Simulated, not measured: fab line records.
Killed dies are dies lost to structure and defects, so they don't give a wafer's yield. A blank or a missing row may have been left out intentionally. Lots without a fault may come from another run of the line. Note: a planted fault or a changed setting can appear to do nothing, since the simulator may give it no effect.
Commonality check across tools    flow nand-harc    6 lots, 18 wafers sampled

## REASON FOR OPENING
At NHARC_END_SORT_01 the reading killed-at-periphery is flagged on 2 of 6 lots. Fault-free wafers read 4.1, with a standard deviation of 3.
Rule: a lot gets a flag if all its wafers with a number sit over 4 standard deviations from that mean, or if no wafer of it has a number. The other lots count as sound.

lot   measured      on         killed-at-periphery, wafer by wafer  flag
L319  day 27 08:33  prober-01  71 80 76                             FLAGGED
L320  day 27 23:50  prober-02  75 32 74                             FLAGGED
L326  day 30 04:41  prober-02  5 6 6                                
L325  day 30 05:30  prober-01  1 3 2                                
L327  day 30 22:38  prober-02  1 1 6                                
L329  day 31 15:04  prober-02  1 3 3                                
The mean of the flagged lots' numbers is 68.0, +63.9 from the usual (+21 standard deviations).

## EACH LOT AND THE TOOL IT RAN ON
4 process steps preceding the reading are held in the record, out of 1302 steps in the route. Every cell lists first the tool, next ch and the chambers used by the sampled wafers, and last the start.
lot   flag     NHARC_P_BONDPAD_PVD_27        NHARC_THIN_TSV_DEP_47            NHARC_THIN_TSV_STRIP_62               NHARC_THIN_TSV_DEGAS_53
L319  FLAGGED  pvd-sputter-02, day 10 00:22  pecvd-04 ch 0,1,2, day 26 18:08  plasma-asher-01 ch 0,1, day 26 18:54  pvd-sputter-01, day 26 21:05
L320  FLAGGED  pvd-sputter-02, day 10 12:37  pecvd-02 ch 0,1, day 27 10:46    plasma-asher-02 ch 0,1, day 27 11:35  pvd-sputter-01, day 27 13:45
L326           pvd-sputter-01, day 12 19:52  pecvd-02 ch 0,1,2, day 29 16:58  plasma-asher-01 ch 0,1, day 29 17:41  pvd-sputter-02, day 29 19:50
L325           pvd-sputter-01, day 12 16:28  pecvd-02 ch 0,1,2, day 29 15:44  plasma-asher-02 ch 0,1, day 29 16:31  pvd-sputter-01, day 29 18:41
L327           pvd-sputter-02, day 13 08:10  pecvd-01 ch 0,1, day 30 10:18    plasma-asher-02 ch 0,1, day 30 11:01  pvd-sputter-03, day 30 13:12
L329           pvd-sputter-03, day 14 05:26  pecvd-01 ch 0,1,2, day 31 01:58  plasma-asher-01 ch 0,1, day 31 02:43  pvd-sputter-01, day 31 04:52
What the steps here do:
- NHARC_P_BONDPAD_PVD_27: deposits Cu, target thk 30 nm, time 20.49 s.
- NHARC_THIN_TSV_DEP_47: deposits SiO2, target thk 200 nm.
- NHARC_THIN_TSV_STRIP_62: strips in N2/H2, time 20 s.
- NHARC_THIN_TSV_DEGAS_53: time 60 s.
- NHARC_END_SORT_01

## FLAGGED AGAINST TOTAL, ONE TOOL AT A TIME (gauges that did the reading follow at the end)
step                     tool             lots run  flagged  share of the flagged lots  sound lots run after its first flagged lot
NHARC_P_BONDPAD_PVD_27   pvd-sputter-01   2         0        none                       -
NHARC_P_BONDPAD_PVD_27   pvd-sputter-02   3         2        all                        1 (L327)
NHARC_P_BONDPAD_PVD_27   pvd-sputter-03   1         0        none                       -
NHARC_THIN_TSV_DEP_47    pecvd-01         2         0        none                       -
NHARC_THIN_TSV_DEP_47    pecvd-02         3         1        some                       2 (L325,L326)
NHARC_THIN_TSV_DEP_47    pecvd-04         1         1        some                       0
NHARC_THIN_TSV_STRIP_62  plasma-asher-01  3         1        some                       2 (L326,L329)
NHARC_THIN_TSV_STRIP_62  plasma-asher-02  3         1        some                       2 (L325,L327)
NHARC_THIN_TSV_DEGAS_53  pvd-sputter-01   4         2        all                        2 (L325,L329)
NHARC_THIN_TSV_DEGAS_53  pvd-sputter-02   1         0        none                       -
NHARC_THIN_TSV_DEGAS_53  pvd-sputter-03   1         0        none                       -
NHARC_END_SORT_01        prober-01        2         1        some                       1 (L325)
NHARC_END_SORT_01        prober-02        4         1        some                       3 (L326,L327,L329)

## WHAT THE TABLE PERMITS
Rows of the table that ran all the flagged lots, 2 in number: pvd-sputter-02 at NHARC_P_BONDPAD_PVD_27; pvd-sputter-01 at NHARC_THIN_TSV_DEGAS_53.
- pvd-sputter-02 at NHARC_P_BONDPAD_PVD_27: 2 of its 3 lots flagged. After the first flagged lot (L327), sound lots still ran on it; a lasting fault on the whole tool would not permit that.
- pvd-sputter-01 at NHARC_THIN_TSV_DEGAS_53: 2 of its 4 lots flagged. After the first flagged lot (L325, L329), sound lots still ran on it; a lasting fault on the whole tool would not permit that.
None of the table's rows ran every flagged lot and, after the first, no sound lot.

## WHAT THE SIMULATOR HAD INSERTED
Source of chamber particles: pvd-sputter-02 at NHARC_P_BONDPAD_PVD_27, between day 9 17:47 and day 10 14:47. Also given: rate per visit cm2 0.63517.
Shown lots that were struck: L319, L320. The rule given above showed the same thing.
